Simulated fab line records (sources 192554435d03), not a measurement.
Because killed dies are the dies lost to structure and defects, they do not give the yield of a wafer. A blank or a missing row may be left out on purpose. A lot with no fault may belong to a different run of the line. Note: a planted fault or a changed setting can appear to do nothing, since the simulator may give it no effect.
Chamber matching	flow n5_finfet	N5_BEOL_M14_CMP_49 on cmp-02: 4 sister chambers
The step polishes, stops on SiO2, t overpolish 5.2 s, target thk 560 nm. 4 wafers are shown with their chamber, then 9 later ones without.

== WAFERS, EACH WITH ITS CHAMBER ==
wafer	chamber	motor_current_A (A)
L089.2	1	7.4
L089.5	0	8.6
L090.5	3	8.9
L090.6	2	8.2

== WAFERS WITH NO CHAMBER GIVEN ==
wafer	motor_current_A (A)
L094.1	8.5
L094.2	8.3
L094.6	8.7
L093.1	8.3
L093.2	8.4
L093.6	8.5
L096.1	7.1
L096.2	8.2
L096.4	8.4

== EACH ONE'S CHAMBER ==
wafer	from the rows above	in truth
L094.1	can't be placed: 0 or 2 or 3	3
L094.2	can't be placed: 2 or 0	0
L094.6	can't be placed: 0 or 3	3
L093.1	can't be placed: 2 or 0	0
L093.2	can't be placed: 0 or 2 or 3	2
L093.6	can't be placed: 0 or 2 or 3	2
L096.1	1	1
L096.2	2	2
L096.4	can't be placed: 0 or 2 or 3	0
Correct placement for 2 of the 9. These rows do not allow placing 7 (true chamber among the candidates in 7). 0 placed wrongly.
How it was worked out, from the rows above alone: a wafer's distance from a chamber is the root of the sum, over the readings, of the square of ((its reading less the chamber's mean) divided by the reading's scatter). The wafer belongs to the nearest chamber; if the next one is less than 2 further off, it can't be placed. The mean given for a chamber averages the wafers shown for that chamber. The scatter (one wafer shown for each chamber): square how far every hidden wafer sits from the nearest shown wafer, average those squares and take the square root.
